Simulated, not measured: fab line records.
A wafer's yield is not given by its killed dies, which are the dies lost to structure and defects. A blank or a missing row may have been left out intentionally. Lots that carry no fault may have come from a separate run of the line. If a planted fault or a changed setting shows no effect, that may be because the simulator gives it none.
Split-lot trial | flow n5 finfet | 21 wafers read across 7 lots, on a route 1938 steps long

== THE SPLIT ITSELF ==
At N5_GATE_CUT_COAT_27 (time 60 s, resist thk 10 nm), the setting spin rpm was moved away from the recipe's 1500 rpm on 6 of the 21 wafers read, by -10.1% to +9.4%. For the rest of the wafers, this setting stayed at what the recipe calls for.

== FROM THE SPLIT TO THE READING: what the file shows between them, 5 steps ==
- N5_GATE_CUT_EXPOSE_10: exposes mask GATE CUT, target cd 20 nm (also split here: dose mj)
- N5_GATE_CUT_PEB_11: peb time 60 s
- N5_GATE_CUT_DEVELOP_12: develop time 30 s
- N5_GATE_CUT_CD_MEAS_13: target cd 20 nm
- N5_GATE_CUT_DESCUM_18: chemistry O2, time 7 s

== THE READING ==
etch.depth nm (the simulator's own value, which no gauge read), in nm, at N5_GATE_CUT_ETCH_28 (etches underlayer in N2/H2, target depth 13 nm, time 10.4 s). The file gives no usual value for it. Average 10.022 nm, standard deviation 0.031 nm, over the 15 wafers here run with the recipe.

wafer  | tool, chamber at the split | spin rpm as run, rpm | against the recipe | etch.depth nm, nm | against lot-mates on the recipe
L074.2 | litho track-05, 0          | 1597                 | +6.5%              | 9.7               | -0.273
L074.4 | litho track-05, 0          | 1597                 | +6.5%              | 9.686             | -0.287
L074.5 | litho track-05, 0          | 1500                 | recipe             | 9.973             | -
L079.1 | litho track-04, 0          | 1349                 | -10.1%             | 10.53             | +0.536
L079.2 | litho track-04, 0          | 1500                 | recipe             | 9.969             | -
L079.6 | litho track-04, 0          | 1500                 | recipe             | 10.02             | -
L086.2 | litho track-01, 0          | 1500                 | recipe             | 10.03             | -
L086.5 | litho track-01, 0          | 1500                 | recipe             | 10.03             | -
L086.6 | litho track-01, 0          | 1591                 | +6.1%              | 9.733             | -0.297
L087.1 | litho track-04, 0          | 1500                 | recipe             | 10.03             | -
L087.3 | litho track-04, 0          | 1500                 | recipe             | 9.997             | -
L087.4 | litho track-04, 0          | 1500                 | recipe             | 10.05             | -
L088.2 | litho track-05, 0          | 1500                 | recipe             | 10.01             | -
L088.6 | litho track-05, 0          | 1500                 | recipe             | 10.01             | -
L088.4 | litho track-05, 0          | 1500                 | recipe             | 9.975             | -
L089.1 | litho track-01, 0          | 1500                 | recipe             | 10.05             | -
L089.3 | litho track-01, 0          | 1500                 | recipe             | 10.06             | -
L089.5 | litho track-01, 0          | 1500                 | recipe             | 10.05             | -
L090.3 | litho track-04, 0          | 1500                 | recipe             | 10.07             | -
L090.5 | litho track-04, 0          | 1641                 | +9.4%              | 9.609             | -0.461
L090.6 | litho track-04, 0          | 1641                 | +9.4%              | 9.604             | -0.466

THE FIT
A straight line over all 21 wafers: etch.depth nm changes by -0.0477 nm for each +1% of spin rpm; r = -0.99; the points scatter about the line by 0.031 nm.
The same after taking each lot's own level away (the mean of its wafers on the recipe; 21 wafers): -0.0494 nm for each +1%; r = -1.00; scatter 0.02 nm.
That fit puts the effect of the largest move of spin rpm on the reading at 0.5 nm.
Across the lots, their own levels run from 9.9730 to 10.0700 nm, a range of 3.1 times the standard deviation given above.
The two slopes are in agreement: the lot-to-lot level therefore moves the slope only a little.
Check: for one of the wafers moved furthest among these (-10.1%), held out of the fit, the line's prediction against its lot-mates is +0.481 nm. It came out at +0.536 nm against them.

== ADDITIONAL SPLITS CARRIED BY THESE WAFERS ==
These wafers also went through other splits before the reading. Each is held against what the fit with the lots' levels taken away leaves over:
other split on the same wafers | wafers away from the commonest value | r with etch.depth nm (lot level and that fit taken away)
N5_HKMG_FIN_EXPOSE_46 dose mj  | 4                                    | +0.20
N5_GATE_CUT_EXPOSE_10 dose mj  | 8                                    | -0.13

== THE WHOLE CHAIN: every reading that the file lists as answering this split, in the file's order ==
step                | what it does                                                | reading                                                                                | change (the file's fit)                | r (the file's)
N5_GATE_CUT_COAT_27 | time 60 s, resist thk 10 nm                                 | underlayer_of_GATE_CUT_COAT_27.thk nm (the simulator's own value, which no gauge read) | -0.0483 nm for each +1% of the setting | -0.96
N5_GATE_CUT_ETCH_28 | etches underlayer in N2/H2, target depth 13 nm, time 10.4 s | etch.depth nm (the simulator's own value, which no gauge read)                         | -0.0496 nm for each +1% of the setting | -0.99

== FILE'S OWN FIT ==
etch.depth nm changes by -0.0496 nm for each +1% of spin rpm, r = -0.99.
